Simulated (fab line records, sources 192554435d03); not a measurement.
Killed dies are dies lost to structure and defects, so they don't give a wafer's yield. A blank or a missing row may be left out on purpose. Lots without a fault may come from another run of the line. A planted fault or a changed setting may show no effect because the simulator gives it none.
Problem report in the 8D (eight disciplines) form, filled by code | flow n5_finfet | the parts of the form that need people (team, actions taken, sign-off) are left out

1. THE PROBLEM
run_length_s at N5_BEOL_M3_CO_CAP_55 reads a mean of 158.1 s on 2 wafers of 2 lots; wafers without a fault read 125.1 s with a standard deviation of 0.6. That is +55 standard deviations from the usual mean.
The step: material Co, precursor CCTBA/H2, target thk 2 nm, time 102.1 s.
First seen on wafer L904.2, day 10 20:18, on cvd_co-01. The record holds 17 wafers of 6 lots with a number at this step. Rule for "out", or "out of limits": more than 4 standard deviations from the usual mean. The other wafers with a number count as sound.

2. WHAT IT IS AND WHAT IT IS NOT
question                    | is                | is not
which readings at this step | run_length_s      | heater_power_w
which lots                  | L904, L906        | L896, L903, L911, L915
which wafers of those lots  | L904.2, L906.4    | L904.6, L906.3, L906.6
read on which tools         | cvd_co-01         | cvd_co-02
when                        | from day 10 20:18 | up to then (7 sound wafers); but 8 sound wafers of L906, L911, L915 came after

3. SUSPECTS, AND WHAT RULES EACH OUT
Counting: a tool at a process step up to the reading stays a suspect if it ran every lot that is out. Sound lots after the first of them don't rule it out here, since some wafers of a struck lot are sound.
- rtp_anneal-02 at N5_BEOL_M3_ANNEAL_51 (time 90 s): kept. It ran every lot that is out, first L904 (day 10 19:41); its last sound lot up to then is L896 (day 8 09:55).
- cvd_co-01 at N5_BEOL_M3_PRE_CLEAN_60 (time 15 s): kept. It ran every lot that is out, first L904 (day 10 20:16); its last sound lot up to then is L903 (day 10 16:44).
- cvd_co-01 at N5_BEOL_M3_CO_CAP_55 (material Co, precursor CCTBA/H2, target thk 2 nm, time 102.1 s): kept. It ran every lot that is out, first L904 (day 10 20:18); its last sound lot up to then is L903 (day 10 16:47). Its own readings are out on those wafers: run_length_s.
Left after counting: rtp_anneal-02 at N5_BEOL_M3_ANNEAL_51, cvd_co-01 at N5_BEOL_M3_PRE_CLEAN_60, cvd_co-01 at N5_BEOL_M3_CO_CAP_55.

4. THE CAUSE (what the simulator had put in)
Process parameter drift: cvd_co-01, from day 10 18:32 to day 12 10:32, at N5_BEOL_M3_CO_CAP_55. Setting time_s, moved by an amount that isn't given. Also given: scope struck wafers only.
Counting left 3 suspects, and this tool is among them.

5. THE CHAIN OF EFFECTS, in route order
Each row: a reading whose mean over the struck wafers that have a number lies more than 3 standard deviations from the usual. Only readings for which the record gives a usual standard deviation are gone through. hours: the time from each lot's start at the first step in this table that gives one to its start at this step, as a median over the lots. sigmas: the change in usual standard deviations.
hours | step                 | reading      | usual   | on struck wafers | change | sigmas
0     | N5_BEOL_M3_CO_CAP_55 | run_length_s | 125.1 s | 158.1            | +33.0  | +55
The process steps in it:
- N5_BEOL_M3_CO_CAP_55: material Co, precursor CCTBA/H2, target thk 2 nm, time 102.1 s.
Later measuring or inspecting steps at which every struck wafer that the step has a row for has a number for every such reading, and none has moved that far: N5_BEOL_M4_RC_MEAS_101.

6. WHAT WOULD HAVE CAUGHT IT SOONER
In this record the first reading out of limits was taken at day 10 20:18, 2 hours after the fault began at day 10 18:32.
